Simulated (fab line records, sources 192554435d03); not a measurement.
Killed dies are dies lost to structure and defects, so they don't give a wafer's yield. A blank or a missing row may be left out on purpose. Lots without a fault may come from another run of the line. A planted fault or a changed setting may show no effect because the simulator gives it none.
A struck lot beside a sound one | flow n5_finfet | 15 steps out of a route of 1938
Sound: wafers L332.1, L332.3, L332.6. Struck: wafer L341.6. (L341.2, L341.4 of the same lot were not struck and are left out.) The cause comes at the end.
At each step with rows: each side's tool, then ch and its chambers, then its first start. Under that, the readings that differ: sound wafers | struck wafers | difference of the means | sigmas: that difference in standard deviations of wafers without a fault.
alike: readings whose means differ by less than 2 such deviations, and words and numbers that are the same on both sides. not compared: withheld readings, readings that some wafer has no value for, bounds like >300 that may hide the same value, and numbers for which the record gives no deviation and whose values overlap.
The two part at a step that has a row with sigmas, a row that says differs or no value, or rows on one side only. Numbers that don't overlap but have no deviation are shown without sigmas and don't part them. A reading that every wafer of one side lacks parts them only if that side has two wafers or more.

N5_BEOL_M8_OVL_MEAS_29:
  sound on overlay-01 ch 0, day 9 11:20; struck on overlay-02 ch 0, day 12 12:28
  alike: V7_OVL
N5_BEOL_M8_INSPECT_30: inspects for defects (brightfield).
  sound on defect_inspect-01, day 9 11:23; struck on defect_inspect-02, day 12 12:32
  alike: raw_defect_count
N5_BEOL_M8_DESCUM_33: chemistry O2, time 7 s.
  sound on rie_diel-01 ch 2,3, day 9 11:27; struck on rie_diel-01 ch 2, day 12 12:38
  alike: drypump_motor_current_A, oes_product_au, rf_vpp_V, showerhead_plenum_p_Torr, temp_c, throttle_valve_pct
  not compared: rf_hours_counter_h
N5_BEOL_M8_ETCH_72: etches underlayer in N2/H2, target depth 6.5 nm, time 5.2 s.
  sound on rie_diel-01 ch 2,3, day 9 11:29; struck on rie_diel-01 ch 2, day 12 12:41
  alike: drypump_motor_current_A, etch_rf_on_time_s, oes_product_au, rf_vpp_V, showerhead_plenum_p_Torr, throttle_valve_pct
  not compared: rf_hours_counter_h
N5_BEOL_M8_ETCH_65: etches SiARC in CF4, target depth 15.6 nm, time 26 s.
  sound on rie_diel-01 ch 2,3, day 9 11:30; struck on rie_diel-01 ch 2, day 12 12:41
  alike: drypump_motor_current_A, etch_rf_on_time_s, mfc_ar_sccm, oes_product_au, rf_vpp_V, showerhead_plenum_p_Torr, throttle_valve_pct
  not compared: rf_hours_counter_h
then, 3 steps without rows for these wafers: N5_BEOL_M8_ETCH_66 (etches SOC in N2/H2, target depth 80 nm, overetch 16 nm, time 120 s); N5_BEOL_M8_STRIP_69 (strips in N2/H2); N5_BEOL_M8_STRIP_73 (strips in N2/H2).
N5_BEOL_M8_VIA_ETCH_34: etches SiCOH lowk in C4F6/O2, target depth 125.5 nm, time 50.5 s.
  sound on rie_diel-01 ch 2,3, day 9 11:38; struck on rie_diel-01 ch 2, day 12 12:49
  alike: drypump_motor_current_A, mfc_ar_sccm, oes_o_777_au, oes_product_au, rf_vpp_V, showerhead_plenum_p_Torr, throttle_valve_pct
  not compared: rf_hours_counter_h
then, 1 step without rows for these wafers: N5_BEOL_M8_STRIP_76 (strips in C4F6/O2).
N5_BEOL_M8_STRIP_36: strips in N2/H2.
  sound on rie_diel-01 ch 2,3, day 9 11:41; struck on rie_diel-01 ch 2, day 12 12:52
  alike: drypump_motor_current_A, oes_product_au, power_w, rf_vpp_V, showerhead_plenum_p_Torr, temp_c, throttle_valve_pct
  not compared: rf_hours_counter_h
then, 1 step without rows for these wafers: N5_BEOL_M8_TRENCH_ETCH_37 (etches SiCOH lowk in C4F6/O2, target depth 93.478 nm, time 31.2 s).
N5_BEOL_M8_ETCH_41: etches SiCN in CH3F/O2, target depth 31.9 nm, time 57.8 s.
  sound on rie_diel-01 ch 2,3, day 9 11:45; struck on rie_diel-01 ch 2, day 12 12:57
  reading                  | sound             | struck | difference | sigmas
  model.etch.depth_nm (nm) | 21.64 21.06 21.77 | 17.27  | -4.22      |
  alike: drypump_motor_current_A, mfc_ar_sccm, oes_product_au, rf_vpp_V, showerhead_plenum_p_Torr, throttle_valve_pct
  not compared: rf_hours_counter_h
then, 2 steps without rows for these wafers: N5_BEOL_M8_STRIP_80 (strips in N2/H2, time 10 s); N5_PASSIVATION_PROBE_49.

WHERE THEY PART
Nowhere in this record.

WHY: what the simulator had put in
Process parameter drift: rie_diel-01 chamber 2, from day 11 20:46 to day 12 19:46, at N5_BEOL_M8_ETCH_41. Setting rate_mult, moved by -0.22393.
